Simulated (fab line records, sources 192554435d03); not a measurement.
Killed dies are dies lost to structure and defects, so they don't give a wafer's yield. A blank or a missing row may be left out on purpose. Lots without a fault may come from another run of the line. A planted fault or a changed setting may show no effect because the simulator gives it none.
Which tool did it? | flow n5_finfet | 14 lots, 38 wafers sampled, at 4 steps of a route of 1938

WHAT THE GAUGES READ, wafer by wafer
The record holds no reading of a measuring or inspecting step that can be judged against a usual standard deviation.

WHICH TOOL RAN EACH LOT (tool, then ch and the chambers of the sampled wafers, then the start)
lot  | N5_PASSIVATION_DESCUM_12           | N5_PASSIVATION_ETCH_15                        | N5_PASSIVATION_EXPOSE_27          | N5_PASSIVATION_DESCUM_32
L218 | rie_diel-05 ch 2,3, day 11 04:24   | rie_diel-05 ch 2,3, day 11 05:59 or earlier   | krf_scanner-01 ch 0, day 11 05:59 | rie_diel-06 ch 2,3, day 11 06:23
L220 | rie_diel-05 ch 1, day 11 09:01     | rie_diel-05 ch 1, day 11 10:35 or earlier     | krf_scanner-02 ch 0, day 11 10:35 | rie_diel-04 ch 0,1, day 11 10:53
L224 | rie_diel-01 ch 0,2,3, day 12 09:13 | rie_diel-01 ch 0,2,3, day 12 10:22 or earlier | krf_scanner-01 ch 0, day 12 10:22 | rie_diel-02 ch 0,1, day 12 10:38
L222 | rie_diel-03 ch 1,2, day 12 18:37   | rie_diel-03 ch 1,2, day 12 20:25 or earlier   | krf_scanner-02 ch 0, day 12 20:25 | rie_diel-04 ch 0,1,3, day 12 20:41
L227 | rie_diel-05 ch 0,1,2, day 13 05:53 | rie_diel-05 ch 0,1,2, day 13 07:13 or earlier | krf_scanner-02 ch 0, day 13 07:13 | rie_diel-04 ch 0,1,3, day 13 07:27
L226 | rie_diel-05 ch 0,2, day 13 09:56   | rie_diel-05 ch 0,2, day 13 11:05 or earlier   | krf_scanner-02 ch 0, day 13 11:05 | rie_diel-02 ch 1,3, day 13 11:21
L228 | rie_diel-03 ch 1,2,3, day 13 10:03 | rie_diel-03 ch 1,2,3, day 13 11:18 or earlier | krf_scanner-01 ch 0, day 13 11:18 | rie_diel-04 ch 1,2, day 13 11:55
L229 | rie_diel-03 ch 1,3, day 13 22:20   | rie_diel-03 ch 1,3, day 14 00:35 or earlier   | krf_scanner-02 ch 0, day 14 00:35 | rie_diel-02 ch 0,2, day 14 00:50
L231 | rie_diel-03 ch 1,2, day 14 08:08   | rie_diel-03 ch 1,2, day 14 09:20 or earlier   | krf_scanner-02 ch 0, day 14 09:20 | rie_diel-06 ch 1,3, day 14 09:35
L230 | rie_diel-05 ch 0,1,2, day 14 08:38 | rie_diel-05 ch 0,1,2, day 14 10:25 or earlier | krf_scanner-01, day 14 10:25      | rie_diel-04 ch 0,2, day 14 10:40
L232 | rie_diel-01 ch 0,1, day 14 20:40   | rie_diel-01 ch 0,1, day 14 22:29 or earlier   | krf_scanner-02, day 14 22:29      | rie_diel-02 ch 0,1,3, day 14 22:46
L234 | rie_diel-03 ch 0,2,3, day 14 23:32 | rie_diel-03 ch 0,2,3, day 15 01:35 or earlier | krf_scanner-02 ch 0, day 15 01:35 | rie_diel-06 ch 2,3, day 15 01:56
L240 | rie_diel-01 ch 0,1,3, day 16 21:39 | rie_diel-01 ch 0,1,3, day 16 23:17 or earlier | krf_scanner-02 ch 0, day 16 23:17 | rie_diel-06 ch 0,1,3, day 16 23:34
L241 | rie_diel-05 ch 0,1, day 17 09:02   | rie_diel-05 ch 0,1, day 17 11:49 or earlier   | krf_scanner-02 ch 0, day 17 11:49 | rie_diel-04 ch 1,2, day 17 12:05
- N5_PASSIVATION_DESCUM_12: chemistry O2, time 7.9 s.
- N5_PASSIVATION_ETCH_15: etches SiCN in CF4/N2, target depth 75 nm, time 81.2 s.
- N5_PASSIVATION_EXPOSE_27: exposes mask PAD, defocus 0 nm.
- N5_PASSIVATION_DESCUM_32: chemistry O2, time 7.9 s.

WHAT THE TOOLS THEMSELVES READ (means of the sampled wafers that have a number; where no wafer has one, the mark that the record gives instead)
N5_PASSIVATION_DESCUM_12.
lot  | tool        | drypump_motor_current_A (A) | o2_flow_sccm (sccm) | oes_product_au (a.u.) | rf_vpp_V (V) | showerhead_plenum_p_Torr (Torr) | throttle_valve_pct (%)
L218 | rie_diel-05 | 6.3                         | 224.9               | 0.74                  | 244.6        | 2.18                            | 20.16
L220 | rie_diel-05 | 6.1                         | 225.2               | 0.81                  | 245.8        | 2.20                            | 20.18
L224 | rie_diel-01 | 5.1                         | 225.5               | 0.82                  | 242.0        | 2.04                            | 20.48
L222 | rie_diel-03 | 5.4                         | 224.5               | 0.77                  | 241.6        | 2.01                            | 20.42
L227 | rie_diel-05 | 6.1                         | 225.6               | 0.77                  | 244.2        | 2.11                            | 20.27
L226 | rie_diel-05 | 6.2                         | 225.3               | 0.77                  | 241.6        | 2.06                            | 20.31
L228 | rie_diel-03 | 5.5                         | 225.5               | 0.84                  | 243.3        | 2.06                            | 20.33
L229 | rie_diel-03 | 5.9                         | 225.8               | 0.87                  | 242.2        | 2.07                            | 20.28
L231 | rie_diel-03 | 5.5                         | 225.2               | 0.78                  | 241.7        | 2.01                            | 20.40
L230 | rie_diel-05 | 6.1                         | 225.6               | 0.75                  | 243.0        | 2.10                            | 20.28
L232 | rie_diel-01 | 5.5                         | 225.5               | 0.80                  | 243.9        | 2.11                            | 20.58
L234 | rie_diel-03 | 5.4                         | 224.9               | 0.78                  | 243.7        | 2.08                            | 20.46
L240 | rie_diel-01 | 5.4                         | 224.8               | 0.84                  | 244.3        | 2.15                            | 20.43
L241 | rie_diel-05 | 5.9                         | 224.9               | 0.75                  | 243.4        | 2.10                            | 20.38

N5_PASSIVATION_ETCH_15.
lot  | tool        | cf4_flow_sccm (sccm) | drypump_motor_current_A (A) | mfc_ar_sccm (sccm) | oes_product_au (a.u.) | rf_vpp_V (V) | showerhead_plenum_p_Torr (Torr) | throttle_valve_pct (%)
L218 | rie_diel-05 | 59.86                | 6.2                         | 99.7               | 0.74                  | 384.4        | 2.28                            | 15.16
L220 | rie_diel-05 | 59.86                | 6.1                         | 100.0              | 0.81                  | 384.4        | 2.32                            | 15.24
L224 | rie_diel-01 | 60.13                | 5.1                         | 100.0              | 0.83                  | 380.7        | 2.16                            | 15.49
L222 | rie_diel-03 | 60.05                | 5.4                         | 100.1              | 0.76                  | 380.7        | 2.12                            | 15.47
L227 | rie_diel-05 | 60.05                | 6.2                         | 99.9               | 0.79                  | 382.1        | 2.22                            | 15.25
L226 | rie_diel-05 | 59.96                | 6.2                         | 100.4              | 0.77                  | 381.4        | 2.17                            | 15.25
L228 | rie_diel-03 | 60.01                | 5.5                         | 100.0              | 0.83                  | 380.9        | 2.17                            | 15.30
L229 | rie_diel-03 | 60.06                | 5.9                         | 100.2              | 0.86                  | 381.8        | 2.18                            | 15.23
L231 | rie_diel-03 | 59.91                | 5.5                         | 100.0              | 0.77                  | 380.2        | 2.12                            | 15.46
L230 | rie_diel-05 | 60.02                | 6.1                         | 99.8               | 0.77                  | 381.9        | 2.21                            | 15.27
L232 | rie_diel-01 | 60.06                | 5.5                         | 99.9               | 0.82                  | 382.9        | 2.22                            | 15.50
L234 | rie_diel-03 | 59.90                | 5.5                         | 100.0              | 0.77                  | 381.2        | 2.18                            | 15.42
L240 | rie_diel-01 | 60.04                | 5.3                         | 99.7               | 0.86                  | 384.1        | 2.26                            | 15.39
L241 | rie_diel-05 | 59.97                | 5.9                         | 99.6               | 0.75                  | 382.3        | 2.21                            | 15.40

N5_PASSIVATION_EXPOSE_27.
lot  | tool           | exposure_dose_mJ_cm2 | focus_offset_nm (nm)
L218 | krf_scanner-01 | 32.29                | -0.3
L220 | krf_scanner-02 | 32.31                | 0.2
L224 | krf_scanner-01 | 32.22                | 0.1
L222 | krf_scanner-02 | 32.24                | -0.0
L227 | krf_scanner-02 | 32.27                | 0.2
L226 | krf_scanner-02 | 32.31                | 0.1
L228 | krf_scanner-01 | 32.32                | 0.4
L229 | krf_scanner-02 | 32.35                | 0.1
L231 | krf_scanner-02 | 32.26                | 0.4
L230 | krf_scanner-01 | -                    | -
L232 | krf_scanner-02 | -                    | -
L234 | krf_scanner-02 | 32.28                | -0.1
L240 | krf_scanner-02 | 32.29                | 0.0
L241 | krf_scanner-02 | 32.28                | 0.0

N5_PASSIVATION_DESCUM_32.
lot  | tool        | drypump_motor_current_A (A) | o2_flow_sccm (sccm) | oes_product_au (a.u.) | rf_vpp_V (V) | showerhead_plenum_p_Torr (Torr) | throttle_valve_pct (%)
L218 | rie_diel-06 | 5.6                         | 225.2               | 0.83                  | 242.6        | 2.01                            | 20.66
L220 | rie_diel-04 | 5.8                         | 224.9               | 0.80                  | 242.0        | 2.06                            | 20.46
L224 | rie_diel-02 | 5.4                         | 225.2               | 0.79                  | 243.8        | 2.12                            | 20.64
L222 | rie_diel-04 | 5.7                         | 224.7               | 0.75                  | 243.1        | 2.06                            | 20.58
L227 | rie_diel-04 | 5.7                         | 224.5               | 0.76                  | 242.8        | 2.06                            | 20.58
L226 | rie_diel-02 | 5.7                         | 225.2               | 0.74                  | 244.6        | 2.20                            | 20.75
L228 | rie_diel-04 | 5.7                         | 223.7               | 0.78                  | 243.2        | 2.06                            | 20.43
L229 | rie_diel-02 | 5.1                         | 224.9               | 0.73                  | 243.3        | 2.07                            | 20.58
L231 | rie_diel-06 | 6.0                         | 225.4               | 0.90                  | 242.9        | 2.08                            | 20.51
L230 | rie_diel-04 | 6.3                         | 224.9               | 0.70                  | 242.1        | 1.98                            | 20.47
L232 | rie_diel-02 | 5.6                         | 224.2               | 0.85                  | 243.1        | 2.15                            | 20.59
L234 | rie_diel-06 | 5.7                         | 224.0               | 0.89                  | 243.2        | 2.10                            | 20.57
L240 | rie_diel-06 | 6.0                         | 225.1               | 0.86                  | 243.1        | 2.08                            | 20.43
L241 | rie_diel-04 | 5.7                         | 225.6               | 0.84                  | 244.2        | 2.13                            | 20.37

THE ANSWER, worked out from the rows above alone
Rule: what is usual is taken from the lots themselves. Put in order of their means at a reading, lots are off if they are a third of the lots or fewer, leave a main group of 4 or more, and stand apart from it by a gap of 3 or more times the standard deviation of the main group's means; of several such gaps the widest counts. A main group whose means are all the same, to the digits that the tables above print for the reading, isn't used. A lot without any number at a reading at which 4 lots or more have one is off too. The other lots that the step has rows for count as sound. The gauges are gone through in route order, then the tools' own readings, and for those a lot's mean is taken as printed above. The first step at which some lot is off is used, and at that step the reading that is off furthest; a lot without a number counts as furthest.
Off: L230, L232, at N5_PASSIVATION_EXPOSE_27 (exposure_dose_mJ_cm2). Without a number there: L230, L232. The main group: mean 32.29, standard deviation 0.034.
A tool fits if, at that step or a process step before it, it ran every lot that is off, and no sound lot after the first of them. N5_PASSIVATION_ETCH_15 gives no start for some lots, so the hours and the order of its lots are those of N5_PASSIVATION_EXPOSE_27. None of those tried fits.

WHAT THE SIMULATOR HAD PUT IN
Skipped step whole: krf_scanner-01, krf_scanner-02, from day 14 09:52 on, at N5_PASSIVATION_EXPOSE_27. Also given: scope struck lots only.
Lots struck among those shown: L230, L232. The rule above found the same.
